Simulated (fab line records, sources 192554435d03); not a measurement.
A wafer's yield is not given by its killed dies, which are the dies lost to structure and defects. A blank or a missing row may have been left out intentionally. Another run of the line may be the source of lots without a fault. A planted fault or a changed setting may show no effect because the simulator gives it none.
fab line records | flow n5Finfet | part 2 of 2: steps 44 to 44 of 44
record: lots: 7 wafers: 18 lastDay: 21
route steps=1938 shown BEOL_M1@799 BEOL_M4@1111 PASSIVATION@1936
lots that met no fault: taken from a fault-free run of the same line
startH: hours from the record's first day to the start of the lot's first wafer shown | waitH: hours elapsed since this lot's preceding step | " the same as in the row above | L1.1+2: a row that stands for several wafers | - either no value or no given start | * or withheld: withheld | < > ~ a bound
route shown NAME@n: NAME is a module with steps in the file, n the number in the route of the first one | usual: average and standard deviation across the fault-free wafers | same: alike in all rows | chamber/n: place in a boat | sites: readings site by site | _std_site: standard deviation across them | _edge_site: the outer-site mean with the inner-site mean subtracted | radiusMm: how far each site lies from the wafer's centre | mask NAME#n: copy n | behind: the last tool/chamber to shape the wafer | hold: why the lot went on hold/how many hours it stayed there/how the hold came to an end | device: which transistor (n, p or np) failed to switch | end of line: at the end of the route, the tests of the same wafers | step lacking rows: just its recipe | killed: at the first sort, the dies lost to defects and structure; wafer yield is something else | map: shows each die of a wafer: x if killed, . if not, _ if none is there
set.NAME: the run value of the setting; set.NAME@STEP: its run value at that earlier step | model.NAME: the simulator's own value behind a step, which no gauge read
a table for each step, a row for each wafer; lots at some steps of the route
services: from which hour (startH, from the record's first day; less than 0 if before it) a tool's chamber was out of use, for how many hours, and why
== steps ==
step: N5_PASSIVATION_PROBE_49
usual: defectLimitedYield: 90.9/1.6 killed_at_M0_to_M3: 37/11 killed_at_M4_up: 15/5.6 killedAtContacts: 13/6.4 killedAtFrontEnd: 39/11 killedAtOther: 4/3.1 killedDies: 107/19 killedOnRim: 14/4.3 killedOpen: 71/14 killedShort: 34/7.8 sort_bin_4_leakage: 0.01/0.053 sort_bin_5_function: 5.3/1 sort_bin_6_memory: 3.4/0.72 sort_bin_8_speed: 0.0/0.42 sortNPass: 1072/20
same: grossDies: 1180 killedAtBackSide: 0
columns lot.wafer tool chamber startH waitH defectLimitedYield[%] killed_at_M0_to_M3 killed_at_M4_up killedAtContacts killedAtFrontEnd killedAtOther killedDies killedOnRim killedOpen killedShort sort_bin_4_leakage[%] sort_bin_5_function[%] sort_bin_6_memory[%] sort_bin_8_speed[%] sortNPass
L538.1 prober-01 - 406.22 0.0 90.1 38 8 12 56 3 117 12 85 30 0 6.3 3.5 0 1063
L538.2 prober-01 - 406.27 0.1 91.1 36 8 11 46 4 105 14 63 41 0 5.5 3.0 0 1075
L538.5 prober-01 - 406.42 0.2 88.7 47 14 9 49 14 133 16 95 36 0 6.4 4.4 0 1047
L537.1 prober-02 - 430.21 0.0 89.3 39 19 19 40 9 126 16 88 32 0.25 6.4 3.6 0 1051
L537.2 prober-02 - 430.26 0.1 89.4 53 18 18 29 7 125 10 78 41 0 6.5 3.7 0 1055
L537.4 prober-02 - 430.36 0.2 88.5 53 23 17 39 4 136 9 96 36 0 7.3 3.9 0 1044
L545.3 prober-02 - 467.70 0.1 92.7 34 3 10 38 1 86 15 53 33 0 4.3 2.5 0 1094
L545.5 prober-02 - 467.80 0.2 91.4 34 19 9 37 2 101 12 71 29 0 5.2 3.1 0.1 1079
L544.1 prober-02 - 469.02 0.0 91.4 32 11 9 50 0 102 8 70 26 0 4.8 3.5 0.3 1078
L544.3 prober-02 - 469.12 0.1 90.3 37 15 7 48 8 115 21 79 33 0 6.3 3.2 0 1065
L547.1 prober-01 - 473.83 0.0 90.8 42 8 21 36 2 109 8 65 34 0 5.3 3.1 0.5 1071
L547.6 prober-01 - 474.08 0.3 91.0 24 23 12 39 8 106 12 77 25 0 5.1 3.6 0 1074
L552.3 prober-02 - 479.14 0.1 92.1 47 9 20 17 0 93 17 66 24 0 4.9 2.8 0 1087
L552.4 prober-02 - 479.19 0.2 91.9 55 9 5 25 2 96 21 62 32 0 4.6 3.2 0 1084
L552.6 prober-02 - 479.29 0.3 90.7 58 9 17 22 4 110 13 75 34 0 5.6 3.3 0 1070
L550.1 prober-01 - 496.17 0.0 90.3 37 13 8 51 6 115 12 70 42 0 5.6 3.6 0 1065
L550.5 prober-01 - 496.37 0.2 91.4 40 8 11 37 5 101 16 70 30 0 5.3 3.1 0 1079
L550.6 prober-01 - 496.42 0.3 89.7 60 13 7 40 2 122 10 65 53 0 6.9 2.9 0 1058
killed by level:class
L538.1 STI_FIN_REVEAL:geometricParticle:open=17 FIN_SAQP:geometricParticle:open=11 BEOL_M1:geometricParticle:open=10 BEOL_M3:geometricParticle:open=9 MOL_CONTACT_COAG:geometricParticle:open=8 BEOL_M2:geometricParticle:open=6 FIN_SAQP:geometricParticle:short=5 GATE_CUT:geometricParticle:short=5
L538.2 FIN_SAQP:geometricParticle:open=14 BEOL_M3:geometricParticle:open=9 MOL_CONTACT_COAG:geometricParticle:open=8 GATE_CUT:geometricParticle:short=6 BEOL_M0_SAQP:geometricParticle:open=6 STARTING-WAFER:geometricParticle:short=6 BEOL_M1:geometricParticle:open=5 BEOL_M4:geometricParticle:open=5
L538.5 STI_FIN_REVEAL:geometricParticle:open=16 FIN_SAQP:geometricParticle:open=15 BEOL_M3:geometricParticle:open=14 BEOL_M0_SAQP:geometricParticle:open=9 MOL_CONTACT_COAG:geometricParticle:open=8 BEOL_M0_SAQP:geometricParticle:short=6 BEOL_M0:geometricParticle:open=6 BEOL_M4:geometricParticle:open=6
L537.1 MOL_CONTACT_COAG:geometricParticle:open=16 BEOL_M2:geometricParticle:open=10 BEOL_M1:geometricParticle:open=9 BEOL_M3:geometricParticle:open=8 DUMMY_GATE:geometricParticle:open=7 FIN_SAQP:geometricParticle:short=7 STI_FIN_REVEAL:geometricParticle:open=7 BEOL_M4:geometricParticle:open=7
L537.2 MOL_CONTACT_COAG:geometricParticle:open=14 BEOL_M2:geometricParticle:open=13 BEOL_M4:geometricParticle:open=10 BEOL_M0_SAQP:geometricParticle:open=9 STI_FIN_REVEAL:geometricParticle:open=8 BEOL_M0_SAQP:geometricParticle:short=7 BEOL_M1:geometricParticle:open=5 BEOL_M1:geometricParticle:short=5
L537.4 BEOL_M0_SAQP:geometricParticle:open=15 MOL_CONTACT_COAG:geometricParticle:open=13 BEOL_M4:geometricParticle:open=12 STI_FIN_REVEAL:geometricParticle:open=10 BEOL_M0_SAQP:geometricParticle:short=9 BEOL_M1:geometricParticle:open=9 FIN_SAQP:geometricParticle:open=6 BEOL_M3:geometricParticle:open=6
L545.3 FIN_SAQP:geometricParticle:short=9 MOL_CONTACT_COAG:geometricParticle:open=9 FIN_SAQP:geometricParticle:open=6 DUMMY_GATE:geometricParticle:open=6 BEOL_M1:geometricParticle:short=6 BEOL_M0_SAQP:geometricParticle:open=5 BEOL_M0:geometricParticle:open=5 BEOL_M2:geometricParticle:open=5
L545.5 BEOL_M1:geometricParticle:open=9 BEOL_M4:geometricParticle:open=9 FIN_SAQP:geometricParticle:open=7 BEOL_M2:geometricParticle:open=6 MOL_CONTACT_COAG:geometricParticle:open=6 BEOL_M1:geometricParticle:short=6 FIN_SAQP:geometricParticle:short=5 STI_FIN_REVEAL:geometricParticle:open=4
L544.1 STI_FIN_REVEAL:geometricParticle:open=13 FIN_SAQP:geometricParticle:short=9 BEOL_M3:geometricParticle:open=9 BEOL_M4:geometricParticle:open=8 DUMMY_GATE:geometricParticle:open=7 MOL_CONTACT_COAG:geometricParticle:open=7 FIN_SAQP:geometricParticle:open=6 BEOL_M1:geometricParticle:open=6
L544.3 BEOL_M3:geometricParticle:open=14 STI_FIN_REVEAL:geometricParticle:open=12 FIN_SAQP:geometricParticle:open=9 FIN_SAQP:geometricParticle:short=8 BEOL_M4:geometricParticle:open=8 BEOL_M2:geometricParticle:open=6 BEOL_M1:geometricParticle:open=5 BEOL_M3:geometricParticle:short=5
L547.1 MOL_CONTACT_COAG:geometricParticle:open=14 FIN_SAQP:geometricParticle:open=11 BEOL_M0_SAQP:geometricParticle:short=9 STI_FIN_REVEAL:geometricParticle:open=7 BEOL_M0_SAQP:geometricParticle:open=7 BEOL_M2:geometricParticle:open=7 MOL_CONTACT_COAG:geometricParticle:short=6 BEOL_M1:areaEcd=6
L547.6 MOL_CONTACT_COAG:geometricParticle:open=12 BEOL_M4:geometricParticle:open=11 STI_FIN_REVEAL:geometricParticle:open=10 FIN_SAQP:geometricParticle:open=9 GATE_CUT:geometricParticle:short=8 BEOL_M0_SAQP:geometricParticle:open=8 BEOL_M3:geometricParticle:open=6 BEOL_M5:geometricParticle:open=4
L552.3 BEOL_M2:geometricParticle:open=18 MOL_CONTACT_COAG:geometricParticle:open=17 BEOL_M0_SAQP:geometricParticle:short=8 STI_FIN_REVEAL:geometricParticle:open=5 BEOL_M0:geometricParticle:open=5 BEOL_M0_SAQP:geometricParticle:open=4 BEOL_M1:geometricParticle:open=4 GATE_CUT:geometricParticle:short=3
L552.4 BEOL_M3:geometricParticle:open=17 BEOL_M0_SAQP:geometricParticle:open=10 BEOL_M0_SAQP:geometricParticle:short=9 BEOL_M2:geometricParticle:open=6 STI_FIN_REVEAL:geometricParticle:open=5 BEOL_M0:geometricParticle:open=5 BEOL_M4:geometricParticle:open=5 ILD0:geometricParticle:short=4
L552.6 MOL_CONTACT_COAG:geometricParticle:open=16 BEOL_M0_SAQP:geometricParticle:open=16 BEOL_M0_SAQP:geometricParticle:short=14 BEOL_M2:geometricParticle:open=10 BEOL_M1:geometricParticle:open=8 BEOL_M3:geometricParticle:open=5 STI_FIN_REVEAL:geometricParticle:open=4 ILD0:geometricParticle:open=4
L550.1 STI_FIN_REVEAL:geometricParticle:open=11 FIN_SAQP:geometricParticle:short=9 FIN_SAQP:geometricParticle:open=9 BEOL_M2:geometricParticle:short=8 BEOL_M4:geometricParticle:open=8 BEOL_M1:geometricParticle:open=6 BEOL_M2:geometricParticle:open=6 BEOL_M3:geometricParticle:open=6
L550.5 STI_FIN_REVEAL:geometricParticle:open=11 BEOL_M3:geometricParticle:open=10 BEOL_M0_SAQP:geometricParticle:short=7 BEOL_M0_SAQP:geometricParticle:open=6 BEOL_M1:geometricParticle:open=6 FIN_SAQP:geometricParticle:open=5 MOL_CONTACT_COAG:geometricParticle:open=5 MOL_CONTACT_COAG:geometricParticle:short=5
L550.6 BEOL_M0_SAQP:geometricParticle:short=13 BEOL_M3:geometricParticle:open=12 GATE_CUT:geometricParticle:short=8 BEOL_M2:geometricParticle:short=8 STI_FIN_REVEAL:geometricParticle:open=7 FIN_SAQP:geometricParticle:open=6 FIN_SAQP:geometricParticle:short=6 BEOL_M3:geometricParticle:short=6
== services ==
columns tool chamber startH hours kind
aldMetal-03 - 174.59 1.2 pm
pvdSputter-03 - 216.35 1.0 repair
aldMetal-03 0 226.97 21.5 repair
